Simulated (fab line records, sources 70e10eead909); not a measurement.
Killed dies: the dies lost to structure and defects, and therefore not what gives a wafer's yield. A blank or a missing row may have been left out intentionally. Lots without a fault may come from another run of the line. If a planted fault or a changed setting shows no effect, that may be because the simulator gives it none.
Struck lot and sound lot, side by side | flow nand harc | 26 out of 1302 route steps
Sound: wafers L850.2, L850.3, L850.4. Struck: wafers L841.2, L841.5, L841.6. The cause is named last.
For every step that has rows: the tool of each side, followed by ch and its chambers, followed by its first start. Under that, the readings that differ: sound wafers | struck wafers | difference of the means | sigmas: that difference in standard deviations of wafers without a fault.
alike: a reading whose means differ by less than 2 such deviations, as well as words and numbers matching on both sides. not compared: withheld readings; readings where some wafer has no value; bounds like >300 that might hide an equal value; numbers whose values overlap and for which the record gives no deviation.
A row with sigmas, a row that says differs or no value, or rows on one side alone: a step with any of these is where the two part. When numbers do not overlap yet have no deviation, they are printed without sigmas and do not part them. A reading that every wafer of one side lacks parts them only if that side has two wafers or more.

first, 2 steps without rows for these wafers: NHARC_A_STAIRCASE_SRD_154; NHARC_A_STAIRCASE_ETCH_403 (etches SiO2 in dHF, target depth 108.2 nm).
NHARC_A_STAIRCASE_ETCHBACK_422: etches the open film in CH3F/O2, target depth 40 nm, time 74.286 s.
  sound on rie diel-07 ch 0,2,3, day 24 20:51; struck on rie diel-07 ch 1,2,3, day 21 02:13
  reading               | sound          | struck         | difference | sigmas
  oes product au (a.u.) | 0.91 0.92 0.93 | 0.98 1.04 1.00 | +0.09      | +2
  alike: drypump motor current A, rf fwd power W, rf vpp V, showerhead plenum p Torr, throttle valve pct
  not compared: rf hours counter h
then, 1 step without rows for these wafers: NHARC_A_STAIRCASE_ETCH_423 (etches SiO2 in dHF, target depth 30 nm).
NHARC_A_STAIRCASE_ETCHBACK_157: etches the open film in CH3F/O2, target depth 90 nm, time 167.14 s.
  sound on rie diel-07 ch 0,2,3, day 24 21:13; struck on rie diel-08 ch 1,2,3, day 21 02:35
  alike: drypump motor current A, oes product au, rf fwd power W, rf vpp V, showerhead plenum p Torr, throttle valve pct
  not compared: rf hours counter h
then, 1 step without rows for these wafers: NHARC_A_STAIRCASE_STRIP_475 (strips in O2, time 20 s).
NHARC_A_STAIRCASE_DEP_471: deposits SiO2, target thk 100 nm.
  sound on pecvd-02 ch 0,1,2, day 24 21:36; struck on pecvd-01 ch 0,1,2, day 21 02:53
  alike: heater power w, rf fwd power W, throttle valve pct
NHARC_A_STAIRCASE_CMP_472: polishes SiO2.
  sound on cmp-04 ch 0,2,3, day 24 21:52; struck on cmp-04 ch 0,1, day 21 03:10
  alike: motor current A
next, for these wafers, 1 step has no rows: NHARC_A_STAIRCASE_SRD_474.
NHARC_A_STAIRCASE_INSPECT_155:
  struck on defect inspect-02, day 21 03:31; sound on defect inspect-02, day 24 22:13
  alike: raw defect count
NHARC_A_SGD_CUT_DEP_00: deposits SiNx, target thk 50 nm.
  sound on pecvd-03 ch 0,2, day 24 22:19; struck on pecvd-03 ch 0,2, day 21 03:34
  alike: heater power w, rf fwd power W
then, 10 steps without rows for these wafers: NHARC_A_SGD_CUT_DEHYDRATE_01 (time 120 s); NHARC_A_SGD_CUT_HMDS_02 (time 30 s); NHARC_A_SGD_CUT_COAT_56 (time 75 s); NHARC_A_SGD_CUT_COAT_57 (time 65 s); NHARC_A_SGD_CUT_COAT_03 (resist thk 90 nm); NHARC_A_SGD_CUT_SOFTBAKE_04 (time 55 s); NHARC_A_SGD_CUT_EBR_05; NHARC_A_SGD_CUT_EXPOSE_06 (exposes mask SGD); NHARC_A_SGD_CUT_PEB_07 (peb time 65 s); NHARC_A_SGD_CUT_DEVELOP_08 (develop time 35 s).
NHARC_A_SGD_CUT_CD_MEAS_09: the cd target is 100 nm.
  sound on cd sem-02 ch 0, day 24 22:53; struck on cd sem-02 ch 0, day 21 04:11
  alike: cd nm
NHARC_A_SGD_CUT_OVL_MEAS_10:
  struck on overlay-02, day 21 04:16; sound on overlay-02, day 24 22:58
  reading           | sound       | struck         | difference | sigmas
  overlay x nm (nm) | 2.2 2.5 2.2 | -0.4 -1.1 -0.3 | -2.9       | -3
  alike: overlay y nm
NHARC_A_SGD_CUT_INSPECT_11:
  struck on defect inspect-02, day 21 04:28; sound on defect inspect-02, day 24 23:00
  reading          | sound    | struck      | difference | sigmas
  raw defect count | 90 89 85 | 536 549 529 | +450       | +19
  not compared: hold
NHARC_A_SGD_CUT_DESCUM_14: chemistry O2, time 3 s.
  sound on rie diel-11 ch 0,1,2, day 24 23:04; struck on rie diel-11 ch 0,1, day 21 06:11
  reading | sound | struck                                                                     | difference                   | sigmas
  hold    | - - - | await dispo/1.7h/release await dispo/1.7h/release await dispo/1.7h/release | no value on the sound wafers |
  alike: drypump motor current A, oes product au, rf vpp V, showerhead plenum p Torr, throttle valve pct
  not compared: rf hours counter h
-- break in the record here, with 6 days between the starts of the struck wafers on either side (left off in module A_SGD_CUT, picked up again in module END, where the first step shown is number 1302 on the route) --
NHARC_END_SORT_01:
  sound on prober-01 ch 0, day 30 11:19; struck on prober-02 ch 0, day 27 16:12
  reading         | sound    | struck      | difference | sigmas
  killed at array | 71 63 64 | 109 102 109 | +41        | +2
  killed dies     | 76 67 67 | 117 110 126 | +48        | +3
  alike: killed at other, killed at periphery, killed open, killed short

== WHERE THEY PART ==
Earliest at NHARC_A_STAIRCASE_ETCHBACK_422; latest, in this record, at NHARC_END_SORT_01.

WHY: what had been put in by the simulator
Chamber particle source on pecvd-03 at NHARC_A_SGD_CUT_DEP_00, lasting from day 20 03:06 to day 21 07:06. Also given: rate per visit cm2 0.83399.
